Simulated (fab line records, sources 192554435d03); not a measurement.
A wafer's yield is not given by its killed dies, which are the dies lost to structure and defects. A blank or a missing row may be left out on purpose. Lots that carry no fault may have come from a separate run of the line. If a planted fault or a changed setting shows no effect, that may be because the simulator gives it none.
fab line records :: flow n5-finfet :: part 2 of 2: steps 5 to 6 of 6
record:
  lots: 21
  wafers: 63
  last-day: 17
route steps=1938 shown HKMG_FIN@412
lots untouched by any fault: they come from a run of this same line in which no faults occurred
start-h: start of the lot's first displayed wafer, in hours after the record's first day :: wait-h: hours since the lot's step before :: " unchanged from the row above :: L1.1+2: one row covering several wafers at once :: - no value, or no start given :: * or withheld: withheld :: < > ~ a bound
route shown NAME@n: names a module that has steps shown in the file, with the first one's number in the route :: usual: mean/standard deviation of fault-free wafers :: same: alike in all rows :: chamber/n: place in a boat :: sites: the reading at each site :: _std_site: how widely they spread, as a standard deviation :: _edge_site: outer sites' mean less inner sites' :: radius-mm: for every site, how far away it sits from the centre of the wafer :: mask NAME#n: copy n :: behind: the tool/chamber that last shaped the wafer :: hold: why the lot went on hold/how many hours it stayed there/how the hold came to an end :: device: the n, p or np transistor that did not switch :: end of line: the route-end tests of the same wafers :: where a step has no rows: the recipe by itself :: killed: dies lost to structure and defects at the first sort, not the wafer's yield :: map: a wafer's dies, marking killed ones x, the rest . and places with no die _
set.NAME: the run value of the setting; set.NAME@STEP: its run value at that earlier step :: model.NAME: the simulator's own value behind a step, which no gauge read
one table for each step of the route and one row for each wafer, over a sample of lots
services: from which hour (start-h, from the record's first day; less than 0 if before it) a tool's chamber was out of use, for how many hours, and why
== steps ==
step: N5_HKMG_FIN_ALD_91
recipe:
  material: TiN
  target-thk-a: 10
  temp-c: 400
  ald-precursor-family: TiCl4
  ald-co-reactant: NH3
  pulse-time-s: 1
  purge-time-s: 3
  co-reactant-purge-time-s: 2
  co-reactant-pulse-time-s: 2
  ald-cycles: 47
  pressure-torr: 3
usual:
  chamber-pressure-Torr: 3.000/0.007
  heater-power-w: 890/83
  precursor-pulse-height-rel: 0.998/0.019
lot.wafer: L074.2
tool: ald-metal-03
chamber: 1
start-h: 79.33
wait-h: 0.3
chamber-pressure-Torr: 2.987
heater-power-w: 930
precursor-pulse-height-rel: 0.981

lot.wafer: L074.3
tool: ald-metal-03
chamber: 0
start-h: 79.33
wait-h: 0.3
chamber-pressure-Torr: 3.003
heater-power-w: 835
precursor-pulse-height-rel: 0.991

lot.wafer: L074.4
tool: ald-metal-03
chamber: 2
start-h: 79.33
wait-h: 0.3
chamber-pressure-Torr: 3.007
heater-power-w: 902
precursor-pulse-height-rel: 0.956

lot.wafer: L075.1
tool: ald-metal-02
chamber: 2
start-h: 83.14
wait-h: 0.3
chamber-pressure-Torr: 2.992
heater-power-w: 923
precursor-pulse-height-rel: 1.014

lot.wafer: L075.5
tool: ald-metal-02
chamber: 3
start-h: 83.14
wait-h: 0.3
chamber-pressure-Torr: 3.001
heater-power-w: 705
precursor-pulse-height-rel: 0.993

lot.wafer: L075.6
tool: ald-metal-02
chamber: 0
start-h: 83.14
wait-h: 0.3
chamber-pressure-Torr: 2.987
heater-power-w: 802
precursor-pulse-height-rel: 1.019

lot.wafer: L076.3
tool: ald-metal-03
chamber: 3
start-h: 86.78
wait-h: 0.1
chamber-pressure-Torr: 2.994
heater-power-w: 1005
precursor-pulse-height-rel: 1.000

lot.wafer: L076.4
tool: ald-metal-03
chamber: 1
start-h: 86.78
wait-h: 0.1
chamber-pressure-Torr: 3.009
heater-power-w: 921
precursor-pulse-height-rel: 1.005

lot.wafer: L076.6
tool: ald-metal-03
chamber: 1
start-h: 86.78
wait-h: 0.1
chamber-pressure-Torr: 3.003
heater-power-w: 932
precursor-pulse-height-rel: 0.957

lot.wafer: L077.3
tool: ald-metal-04
chamber: 3
start-h: 95.44
wait-h: 0.1
chamber-pressure-Torr: 3.001
heater-power-w: 792
precursor-pulse-height-rel: 1.016

lot.wafer: L077.4
tool: ald-metal-04
chamber: 0
start-h: 95.44
wait-h: 0.1
chamber-pressure-Torr: 2.998
heater-power-w: 977
precursor-pulse-height-rel: 1.024

lot.wafer: L077.6
tool: ald-metal-04
chamber: 2
start-h: 95.44
wait-h: 0.1
chamber-pressure-Torr: 3.004
heater-power-w: 885
precursor-pulse-height-rel: 0.986

lot.wafer: L078.1
tool: ald-metal-03
chamber: 0
start-h: 102.15
wait-h: 0.3
chamber-pressure-Torr: 3.004
heater-power-w: 865
precursor-pulse-height-rel: 1.031

lot.wafer: L078.5
tool: ald-metal-03
chamber: 0
start-h: 102.15
wait-h: 0.3
chamber-pressure-Torr: 3.009
heater-power-w: 864
precursor-pulse-height-rel: 1.001

lot.wafer: L078.6
tool: ald-metal-03
chamber: 3
start-h: 102.15
wait-h: 0.3
chamber-pressure-Torr: 3.003
heater-power-w: 1011
precursor-pulse-height-rel: 1.007

lot.wafer: L079.2
tool: ald-metal-04
chamber: 1
start-h: 110.50
wait-h: 0.3
chamber-pressure-Torr: 3.006
heater-power-w: 957
precursor-pulse-height-rel: 1.014

lot.wafer: L079.4
tool: ald-metal-04
chamber: 0
start-h: 110.50
wait-h: 0.3
chamber-pressure-Torr: 3.006
heater-power-w: 988
precursor-pulse-height-rel: 1.016

lot.wafer: L079.6
tool: ald-metal-04
chamber: 1
start-h: 110.50
wait-h: 0.3
chamber-pressure-Torr: 2.998
heater-power-w: 984
precursor-pulse-height-rel: 1.014

lot.wafer: L080.4
tool: ald-metal-02
chamber: 2
start-h: 119.27
wait-h: 0.1
chamber-pressure-Torr: 2.989
heater-power-w: 910
precursor-pulse-height-rel: 1.007

lot.wafer: L080.5
tool: ald-metal-02
chamber: 2
start-h: 119.27
wait-h: 0.1
chamber-pressure-Torr: 2.998
heater-power-w: 879
precursor-pulse-height-rel: 0.975

lot.wafer: L080.6
tool: ald-metal-02
chamber: 1
start-h: 119.27
wait-h: 0.1
chamber-pressure-Torr: 3.005
heater-power-w: 886
precursor-pulse-height-rel: 0.991

lot.wafer: L081.1
tool: ald-metal-04
chamber: 0
start-h: 119.83
wait-h: 0.3
chamber-pressure-Torr: 2.995
heater-power-w: 967
precursor-pulse-height-rel: 1.007

lot.wafer: L081.2
tool: ald-metal-04
chamber: 3
start-h: 119.83
wait-h: 0.3
chamber-pressure-Torr: 3.004
heater-power-w: 788
precursor-pulse-height-rel: 1.001

lot.wafer: L081.5
tool: ald-metal-04
chamber: 0
start-h: 119.83
wait-h: 0.3
chamber-pressure-Torr: 3.011
heater-power-w: 958
precursor-pulse-height-rel: 1.018

lot.wafer: L082.1
tool: ald-metal-02
chamber: 3
start-h: 130.45
wait-h: 0.3
chamber-pressure-Torr: 3.007
heater-power-w: 661
precursor-pulse-height-rel: 0.998

lot.wafer: L082.3
tool: ald-metal-02
chamber: 1
start-h: 130.45
wait-h: 0.3
chamber-pressure-Torr: 2.999
heater-power-w: 895
precursor-pulse-height-rel: 0.989

lot.wafer: L082.5
tool: ald-metal-02
chamber: 2
start-h: 130.45
wait-h: 0.3
chamber-pressure-Torr: 3.000
heater-power-w: 916
precursor-pulse-height-rel: 1.009

lot.wafer: L084.3
tool: ald-metal-04
chamber: 3
start-h: 138.30
wait-h: 0.1
chamber-pressure-Torr: 2.994
heater-power-w: 802
precursor-pulse-height-rel: 0.961

lot.wafer: L084.4
tool: ald-metal-04
chamber: 1
start-h: 138.30
wait-h: 0.1
chamber-pressure-Torr: 2.995
heater-power-w: 968
precursor-pulse-height-rel: 0.989

lot.wafer: L084.5
tool: ald-metal-04
chamber: 1
start-h: 138.30
wait-h: 0.1
chamber-pressure-Torr: 2.994
heater-power-w: 961
precursor-pulse-height-rel: 0.994

lot.wafer: L085.1
tool: ald-metal-02
chamber: 3
start-h: 143.70
wait-h: 0.4
chamber-pressure-Torr: 3.008
heater-power-w: 674
precursor-pulse-height-rel: 0.984

lot.wafer: L085.4
tool: ald-metal-02
chamber: 2
start-h: 143.70
wait-h: 0.4
chamber-pressure-Torr: 2.995
heater-power-w: 902
precursor-pulse-height-rel: 0.955

lot.wafer: L085.5
tool: ald-metal-02
chamber: 0
start-h: 143.70
wait-h: 0.4
chamber-pressure-Torr: 2.998
heater-power-w: 802
precursor-pulse-height-rel: 1.024

lot.wafer: L087.1
tool: ald-metal-04
chamber: 2
start-h: 154.79
wait-h: 0.3
chamber-pressure-Torr: 2.989
heater-power-w: 882
precursor-pulse-height-rel: 1.000

lot.wafer: L087.4
tool: ald-metal-04
chamber: 3
start-h: 154.79
wait-h: 0.3
chamber-pressure-Torr: 3.007
heater-power-w: 784
precursor-pulse-height-rel: 0.971

lot.wafer: L087.5
tool: ald-metal-04
chamber: 2
start-h: 154.79
wait-h: 0.3
chamber-pressure-Torr: 2.994
heater-power-w: 892
precursor-pulse-height-rel: 1.013

lot.wafer: L088.2
tool: ald-metal-04
chamber: 2
start-h: 159.65
wait-h: 0.3
chamber-pressure-Torr: 2.995
heater-power-w: 913
precursor-pulse-height-rel: 1.014

lot.wafer: L088.4
tool: ald-metal-04
chamber: 0
start-h: 159.65
wait-h: 0.3
chamber-pressure-Torr: 3.001
heater-power-w: 975
precursor-pulse-height-rel: 0.992

lot.wafer: L088.6
tool: ald-metal-04
chamber: 0
start-h: 159.65
wait-h: 0.3
chamber-pressure-Torr: 3.004
heater-power-w: 979
precursor-pulse-height-rel: 1.031

lot.wafer: L089.2
tool: ald-metal-03
chamber: 3
start-h: 164.77
wait-h: 0.3
chamber-pressure-Torr: 3.010
heater-power-w: 1013
precursor-pulse-height-rel: 0.998

lot.wafer: L089.4
tool: ald-metal-03
chamber: 1
start-h: 164.77
wait-h: 0.3
chamber-pressure-Torr: 2.995
heater-power-w: 928
precursor-pulse-height-rel: 0.989

lot.wafer: L089.6
tool: ald-metal-03
chamber: 0
start-h: 164.77
wait-h: 0.3
chamber-pressure-Torr: 3.002
heater-power-w: 855
precursor-pulse-height-rel: 0.971

lot.wafer: L090.3
tool: ald-metal-03
chamber: 0
start-h: 171.16
wait-h: 0.1
chamber-pressure-Torr: 2.996
heater-power-w: 851
precursor-pulse-height-rel: 1.022

lot.wafer: L090.5
tool: ald-metal-03
chamber: 0
start-h: 171.16
wait-h: 0.1
chamber-pressure-Torr: 2.997
heater-power-w: 850
precursor-pulse-height-rel: 0.997

lot.wafer: L090.6
tool: ald-metal-03
chamber: 1
start-h: 171.16
wait-h: 0.1
chamber-pressure-Torr: 3.009
heater-power-w: 916
precursor-pulse-height-rel: 0.967

lot.wafer: L092.3
tool: ald-metal-03
chamber: 3
start-h: 183.43
wait-h: 0.1
chamber-pressure-Torr: 3.004
heater-power-w: 974
precursor-pulse-height-rel: 0.982

lot.wafer: L092.4
tool: ald-metal-03
chamber: 0
start-h: 183.43
wait-h: 0.1
chamber-pressure-Torr: 3.017
heater-power-w: 853
precursor-pulse-height-rel: 0.981

lot.wafer: L092.5
tool: ald-metal-03
chamber: 3
start-h: 183.43
wait-h: 0.1
chamber-pressure-Torr: 2.997
heater-power-w: 1012
precursor-pulse-height-rel: 1.007

lot.wafer: L093.2
tool: ald-metal-04
chamber: 0
start-h: 188.39
wait-h: 0.3
chamber-pressure-Torr: 2.999
heater-power-w: 982
precursor-pulse-height-rel: 0.986

lot.wafer: L093.4
tool: ald-metal-04
chamber: 2
start-h: 188.39
wait-h: 0.3
chamber-pressure-Torr: 3.003
heater-power-w: 899
precursor-pulse-height-rel: 1.003

lot.wafer: L093.5
tool: ald-metal-04
chamber: 3
start-h: 188.39
wait-h: 0.3
chamber-pressure-Torr: 3.010
heater-power-w: 772
precursor-pulse-height-rel: 0.986

lot.wafer: L094.1
tool: ald-metal-02
chamber: 2
start-h: 194.84
wait-h: 0.3
chamber-pressure-Torr: 3.004
heater-power-w: 887
precursor-pulse-height-rel: 1.002

lot.wafer: L094.2
tool: ald-metal-02
chamber: 3
start-h: 194.84
wait-h: 0.3
chamber-pressure-Torr: 2.996
heater-power-w: 673
precursor-pulse-height-rel: 0.965

lot.wafer: L094.4
tool: ald-metal-02
chamber: 2
start-h: 194.84
wait-h: 0.3
chamber-pressure-Torr: 3.004
heater-power-w: 907
precursor-pulse-height-rel: 0.982

lot.wafer: L095.1
tool: ald-metal-03
chamber: 1
start-h: 201.13
wait-h: 0.3
chamber-pressure-Torr: 3.003
heater-power-w: 917
precursor-pulse-height-rel: 0.997

lot.wafer: L095.4
tool: ald-metal-03
chamber: 3
start-h: 201.13
wait-h: 0.3
chamber-pressure-Torr: 3.017
heater-power-w: 991
precursor-pulse-height-rel: 1.023

lot.wafer: L095.5
tool: ald-metal-03
chamber: 0
start-h: 201.13
wait-h: 0.3
chamber-pressure-Torr: 2.980
heater-power-w: 865
precursor-pulse-height-rel: 1.019

lot.wafer: L096.1
tool: ald-metal-04
chamber: 2
start-h: 208.76
wait-h: 0.3
chamber-pressure-Torr: 3.010
heater-power-w: 893
precursor-pulse-height-rel: 1.027

lot.wafer: L096.2
tool: ald-metal-04
chamber: 1
start-h: 208.76
wait-h: 0.3
chamber-pressure-Torr: 3.000
heater-power-w: 971
precursor-pulse-height-rel: 0.980

lot.wafer: L096.3
tool: ald-metal-04
chamber: 0
start-h: 208.76
wait-h: 0.3
chamber-pressure-Torr: 2.990
heater-power-w: 961
precursor-pulse-height-rel: 1.030

lot.wafer: L097.1
tool: ald-metal-04
chamber: 3
start-h: 215.27
wait-h: 0.3
chamber-pressure-Torr: 3.000
heater-power-w: 806
precursor-pulse-height-rel: 0.985

lot.wafer: L097.2
tool: ald-metal-04
chamber: 0
start-h: 215.27
wait-h: 0.3
chamber-pressure-Torr: 2.996
heater-power-w: 968
precursor-pulse-height-rel: 0.976

lot.wafer: L097.6
tool: ald-metal-04
chamber: 0
start-h: 215.27
wait-h: 0.3
chamber-pressure-Torr: 2.988
heater-power-w: 981
precursor-pulse-height-rel: 1.024
step: N5_HKMG_FIN_NWFM_ALD_20
recipe:
  material: TiAlC
  target-thk-a: 20
  temp-c: 300
  ald-precursor-family: TiCl4
  ald-co-reactant: TEA
  pulse-time-s: 3
  purge-time-s: 2
  co-reactant-purge-time-s: 2
  co-reactant-pulse-time-s: 10
  ald-cycles: 7
  pressure-torr: 3
usual:
  chamber-pressure-Torr: 3.001/0.0068
  heater-power-w: 487/52
  precursor-pulse-height-rel: 0.999/0.021
lot.wafer: L074.2
tool: ald-metal-04
chamber: 1
start-h: 80.31
wait-h: 0.3
chamber-pressure-Torr: 2.991
heater-power-w: 539
precursor-pulse-height-rel: 0.948

lot.wafer: L074.3
tool: ald-metal-04
chamber: 3
start-h: 80.31
wait-h: 0.3
chamber-pressure-Torr: 2.995
heater-power-w: 434
precursor-pulse-height-rel: 0.979

lot.wafer: L074.4
tool: ald-metal-04
chamber: 0
start-h: 80.31
wait-h: 0.3
chamber-pressure-Torr: 2.997
heater-power-w: 542
precursor-pulse-height-rel: 1.003

lot.wafer: L075.1
tool: ald-metal-04
chamber: 0
start-h: 84.12
wait-h: 0.3
chamber-pressure-Torr: 2.998
heater-power-w: 540
precursor-pulse-height-rel: 0.993

lot.wafer: L075.5
tool: ald-metal-04
chamber: 1
start-h: 84.12
wait-h: 0.3
chamber-pressure-Torr: 3.002
heater-power-w: 541
precursor-pulse-height-rel: 1.001

lot.wafer: L075.6
tool: ald-metal-04
chamber: 2
start-h: 84.12
wait-h: 0.3
chamber-pressure-Torr: 2.998
heater-power-w: 494
precursor-pulse-height-rel: 0.947

lot.wafer: L076.3
tool: ald-metal-04
chamber: 1
start-h: 87.76
wait-h: 0.1
chamber-pressure-Torr: 2.999
heater-power-w: 554
precursor-pulse-height-rel: 1.022

lot.wafer: L076.4
tool: ald-metal-04
chamber: 0
start-h: 87.76
wait-h: 0.1
chamber-pressure-Torr: 3.015
heater-power-w: 532
precursor-pulse-height-rel: 1.025

lot.wafer: L076.6
tool: ald-metal-04
chamber: 0
start-h: 87.76
wait-h: 0.1
chamber-pressure-Torr: 3.003
heater-power-w: 540
precursor-pulse-height-rel: 1.009

lot.wafer: L077.3
tool: ald-metal-02
chamber: 2
start-h: 96.47
wait-h: 0.1
chamber-pressure-Torr: 2.999
heater-power-w: 504
precursor-pulse-height-rel: 1.021

lot.wafer: L077.4
tool: ald-metal-02
chamber: 3
start-h: 96.47
wait-h: 0.1
chamber-pressure-Torr: 2.998
heater-power-w: 387
precursor-pulse-height-rel: 0.993

lot.wafer: L077.6
tool: ald-metal-02
chamber: 0
start-h: 96.47
wait-h: 0.1
chamber-pressure-Torr: 3.000
heater-power-w: 437
precursor-pulse-height-rel: 0.984

lot.wafer: L078.1
tool: ald-metal-04
chamber: 3
start-h: 103.20
wait-h: 0.3
chamber-pressure-Torr: 3.008
heater-power-w: 460
precursor-pulse-height-rel: 0.976

lot.wafer: L078.5
tool: ald-metal-04
chamber: 3
start-h: 103.20
wait-h: 0.3
chamber-pressure-Torr: 3.004
heater-power-w: 447
precursor-pulse-height-rel: 1.009

lot.wafer: L078.6
tool: ald-metal-04
chamber: 0
start-h: 103.20
wait-h: 0.3
chamber-pressure-Torr: 2.992
heater-power-w: 554
precursor-pulse-height-rel: 1.006

lot.wafer: L079.2
tool: ald-metal-03
chamber: 3
start-h: 111.47
wait-h: 0.3
chamber-pressure-Torr: 3.001
heater-power-w: 553
precursor-pulse-height-rel: 1.015

lot.wafer: L079.4
tool: ald-metal-03
chamber: 2
start-h: 111.47
wait-h: 0.3
chamber-pressure-Torr: 3.003
heater-power-w: 509
precursor-pulse-height-rel: 1.026

lot.wafer: L079.6
tool: ald-metal-03
chamber: 3
start-h: 111.47
wait-h: 0.3
chamber-pressure-Torr: 3.010
heater-power-w: 553
precursor-pulse-height-rel: 0.992

lot.wafer: L080.4
tool: ald-metal-02
chamber: 3
start-h: 120.24
wait-h: 0.1
chamber-pressure-Torr: 3.003
heater-power-w: 387
precursor-pulse-height-rel: 1.016

lot.wafer: L080.5
tool: ald-metal-02
chamber: 0
start-h: 120.24
wait-h: 0.1
chamber-pressure-Torr: 3.010
heater-power-w: 448
precursor-pulse-height-rel: 0.954

lot.wafer: L080.6
tool: ald-metal-02
chamber: 1
start-h: 120.24
wait-h: 0.1
chamber-pressure-Torr: 2.999
heater-power-w: 495
precursor-pulse-height-rel: 0.990

lot.wafer: L081.1
tool: ald-metal-02
chamber: 1
start-h: 120.86
wait-h: 0.3
chamber-pressure-Torr: 2.995
heater-power-w: 506
precursor-pulse-height-rel: 1.031

lot.wafer: L081.2
tool: ald-metal-02
chamber: 0
start-h: 120.86
wait-h: 0.3
chamber-pressure-Torr: 3.004
heater-power-w: 441
precursor-pulse-height-rel: 1.048

lot.wafer: L081.5
tool: ald-metal-02
chamber: 2
start-h: 120.86
wait-h: 0.3
chamber-pressure-Torr: 3.008
heater-power-w: 506
precursor-pulse-height-rel: 1.006

lot.wafer: L082.1
tool: ald-metal-03
chamber: 2
start-h: 131.44
wait-h: 0.3
chamber-pressure-Torr: 2.994
heater-power-w: 482
precursor-pulse-height-rel: 1.008

lot.wafer: L082.3
tool: ald-metal-03
chamber: 1
start-h: 131.44
wait-h: 0.3
chamber-pressure-Torr: 3.016
heater-power-w: 518
precursor-pulse-height-rel: 0.996

lot.wafer: L082.5
tool: ald-metal-03
chamber: 2
start-h: 131.44
wait-h: 0.3
chamber-pressure-Torr: 3.005
heater-power-w: 505
precursor-pulse-height-rel: 0.969

lot.wafer: L084.3
tool: ald-metal-02
chamber: 2
start-h: 139.27
wait-h: 0.1
chamber-pressure-Torr: 2.996
heater-power-w: 509
precursor-pulse-height-rel: 0.988

lot.wafer: L084.4
tool: ald-metal-02
chamber: 3
start-h: 139.27
wait-h: 0.1
chamber-pressure-Torr: 2.991
heater-power-w: 382
precursor-pulse-height-rel: 0.989

lot.wafer: L084.5
tool: ald-metal-02
chamber: 1
start-h: 139.27
wait-h: 0.1
chamber-pressure-Torr: 3.007
heater-power-w: 482
precursor-pulse-height-rel: 1.001

lot.wafer: L085.1
tool: ald-metal-03
chamber: 2
start-h: 144.74
wait-h: 0.3
chamber-pressure-Torr: 3.008
heater-power-w: 492
precursor-pulse-height-rel: 0.989

lot.wafer: L085.4
tool: ald-metal-03
chamber: 3
start-h: 144.74
wait-h: 0.3
chamber-pressure-Torr: 2.999
heater-power-w: 575
precursor-pulse-height-rel: 0.982

lot.wafer: L085.5
tool: ald-metal-03
chamber: 2
start-h: 144.74
wait-h: 0.3
chamber-pressure-Torr: 3.000
heater-power-w: 514
precursor-pulse-height-rel: 0.986

lot.wafer: L087.1
tool: ald-metal-04
chamber: 0
start-h: 156.00
wait-h: 0.3
chamber-pressure-Torr: 3.004
heater-power-w: 539
precursor-pulse-height-rel: 0.997

lot.wafer: L087.4
tool: ald-metal-04
chamber: 3
start-h: 156.00
wait-h: 0.3
chamber-pressure-Torr: 3.000
heater-power-w: 439
precursor-pulse-height-rel: 1.004

lot.wafer: L087.5
tool: ald-metal-04
chamber: 0
start-h: 156.00
wait-h: 0.3
chamber-pressure-Torr: 3.005
heater-power-w: 539
precursor-pulse-height-rel: 1.005

lot.wafer: L088.2
tool: ald-metal-04
chamber: 3
start-h: 160.70
wait-h: 0.3
chamber-pressure-Torr: 2.999
heater-power-w: 452
precursor-pulse-height-rel: 0.978

lot.wafer: L088.4
tool: ald-metal-04
chamber: 0
start-h: 160.70
wait-h: 0.3
chamber-pressure-Torr: 3.000
heater-power-w: 544
precursor-pulse-height-rel: 0.984

lot.wafer: L088.6
tool: ald-metal-04
chamber: 1
start-h: 160.70
wait-h: 0.3
chamber-pressure-Torr: 2.994
heater-power-w: 544
precursor-pulse-height-rel: 0.995

lot.wafer: L089.2
tool: ald-metal-02
chamber: 1
start-h: 165.75
wait-h: 0.3
chamber-pressure-Torr: 3.005
heater-power-w: 499
precursor-pulse-height-rel: 0.972

lot.wafer: L089.4
tool: ald-metal-02
chamber: 0
start-h: 165.75
wait-h: 0.3
chamber-pressure-Torr: 2.991
heater-power-w: 438
precursor-pulse-height-rel: 0.959

lot.wafer: L089.6
tool: ald-metal-02
chamber: 2
start-h: 165.75
wait-h: 0.3
chamber-pressure-Torr: 2.998
heater-power-w: 520
precursor-pulse-height-rel: 0.989

lot.wafer: L090.3
tool: ald-metal-02
chamber: 1
start-h: 172.13
wait-h: 0.1
chamber-pressure-Torr: 3.004
heater-power-w: 500
precursor-pulse-height-rel: 1.004

lot.wafer: L090.5
tool: ald-metal-02
chamber: 1
start-h: 172.13
wait-h: 0.1
chamber-pressure-Torr: 2.998
heater-power-w: 494
precursor-pulse-height-rel: 0.981

lot.wafer: L090.6
tool: ald-metal-02
chamber: 0
start-h: 172.13
wait-h: 0.1
chamber-pressure-Torr: 3.000
heater-power-w: 450
precursor-pulse-height-rel: 0.957

lot.wafer: L092.3
tool: ald-metal-04
chamber: 2
start-h: 184.47
wait-h: 0.1
chamber-pressure-Torr: 3.005
heater-power-w: 498
precursor-pulse-height-rel: 1.010

lot.wafer: L092.4
tool: ald-metal-04
chamber: 3
start-h: 184.47
wait-h: 0.1
chamber-pressure-Torr: 3.009
heater-power-w: 444
precursor-pulse-height-rel: 0.998

lot.wafer: L092.5
tool: ald-metal-04
chamber: 1
start-h: 184.47
wait-h: 0.1
chamber-pressure-Torr: 3.003
heater-power-w: 547
precursor-pulse-height-rel: 0.987

lot.wafer: L093.2
tool: ald-metal-02
chamber: 2
start-h: 189.43
wait-h: 0.3
chamber-pressure-Torr: 2.997
heater-power-w: 508
precursor-pulse-height-rel: 0.993

lot.wafer: L093.4
tool: ald-metal-02
chamber: 2
start-h: 189.43
wait-h: 0.3
chamber-pressure-Torr: 3.003
heater-power-w: 509
precursor-pulse-height-rel: 1.012

lot.wafer: L093.5
tool: ald-metal-02
chamber: 0
start-h: 189.43
wait-h: 0.3
chamber-pressure-Torr: 3.003
heater-power-w: 439
precursor-pulse-height-rel: 0.995

lot.wafer: L094.1
tool: ald-metal-04
chamber: 1
start-h: 195.93
wait-h: 0.3
chamber-pressure-Torr: 3.001
heater-power-w: 544
precursor-pulse-height-rel: 1.006

lot.wafer: L094.2
tool: ald-metal-04
chamber: 3
start-h: 195.93
wait-h: 0.3
chamber-pressure-Torr: 3.000
heater-power-w: 437
precursor-pulse-height-rel: 1.003

lot.wafer: L094.4
tool: ald-metal-04
chamber: 2
start-h: 195.93
wait-h: 0.3
chamber-pressure-Torr: 3.001
heater-power-w: 497
precursor-pulse-height-rel: 0.994

lot.wafer: L095.1
tool: ald-metal-02
chamber: 0
start-h: 202.10
wait-h: 0.3
chamber-pressure-Torr: 3.000
heater-power-w: 442
precursor-pulse-height-rel: 0.992

lot.wafer: L095.4
tool: ald-metal-02
chamber: 3
start-h: 202.10
wait-h: 0.3
chamber-pressure-Torr: 3.000
heater-power-w: 383
precursor-pulse-height-rel: 1.021

lot.wafer: L095.5
tool: ald-metal-02
chamber: 0
start-h: 202.10
wait-h: 0.3
chamber-pressure-Torr: 3.006
heater-power-w: 437
precursor-pulse-height-rel: 0.994

lot.wafer: L096.1
tool: ald-metal-03
chamber: 3
start-h: 209.73
wait-h: 0.3
chamber-pressure-Torr: 3.004
heater-power-w: 550
precursor-pulse-height-rel: 1.005

lot.wafer: L096.2
tool: ald-metal-03
chamber: 0
start-h: 209.73
wait-h: 0.3
chamber-pressure-Torr: 2.997
heater-power-w: 481
precursor-pulse-height-rel: 0.990

lot.wafer: L096.3
tool: ald-metal-03
chamber: 1
start-h: 209.73
wait-h: 0.3
chamber-pressure-Torr: 2.994
heater-power-w: 531
precursor-pulse-height-rel: 1.000

lot.wafer: L097.1
tool: ald-metal-03
chamber: 3
start-h: 216.45
wait-h: 0.3
chamber-pressure-Torr: 3.004
heater-power-w: 556
precursor-pulse-height-rel: 1.035

lot.wafer: L097.2
tool: ald-metal-03
chamber: 2
start-h: 216.45
wait-h: 0.3
chamber-pressure-Torr: 3.003
heater-power-w: 500
precursor-pulse-height-rel: 1.040

lot.wafer: L097.6
tool: ald-metal-03
chamber: 2
start-h: 216.45
wait-h: 0.3
chamber-pressure-Torr: 3.011
heater-power-w: 495
precursor-pulse-height-rel: 1.012
== services ==
tool: ald-metal-02
chamber: -
start-h: 57.92
hours: 1.2
kind: repair

tool: rie-diel-01
chamber: 0
start-h: 59.73
hours: -
kind: clean

tool: rie-diel-01
chamber: 0
start-h: 59.73
hours: -
kind: consumable-replace:focus-ring

tool: rie-diel-01
chamber: 0
start-h: 59.73
hours: 18.3
kind: scheduled-down

tool: rie-diel-01
chamber: 0
start-h: 59.73
hours: 18.3
kind: vent-cycle

tool: ald-metal-03
chamber: -
start-h: 62.85
hours: 0.8
kind: repair

tool: rie-diel-01
chamber: 3
start-h: 64.59
hours: 9.1
kind: repair

tool: ald-metal-04
chamber: 0
start-h: 73.22
hours: -
kind: calibration

tool: rie-diel-06
chamber: 3
start-h: 73.33
hours: 7.0
kind: repair

tool: ald-metal-04
chamber: -
start-h: 73.33
hours: 0.9
kind: repair

tool: ald-metal-02
chamber: -
start-h: 87.15
hours: 2.8
kind: repair

tool: rie-diel-04
chamber: 0
start-h: 102.22
hours: 2.3
kind: repair

tool: rie-diel-06
chamber: 0
start-h: 155.65
hours: 13.1
kind: repair

tool: rie-diel-01
chamber: 1
start-h: 173.91
hours: 5.0
kind: repair

tool: rie-diel-06
chamber: 1
start-h: 187.11
hours: 16.2
kind: repair

tool: ald-metal-02
chamber: 1
start-h: 187.77
hours: 24.8
kind: repair

tool: rie-diel-01
chamber: 2
start-h: 201.16
hours: -
kind: clean

tool: rie-diel-01
chamber: 2
start-h: 201.16
hours: -
kind: consumable-replace:focus-ring

tool: rie-diel-01
chamber: 2
start-h: 201.16
hours: -
kind: consumable-replace:showerhead

tool: rie-diel-01
chamber: 2
start-h: 201.16
hours: 13.0
kind: scheduled-down

tool: rie-diel-01
chamber: 2
start-h: 201.16
hours: 13.0
kind: vent-cycle

tool: rie-diel-04
chamber: 1
start-h: 204.77
hours: 9.1
kind: repair
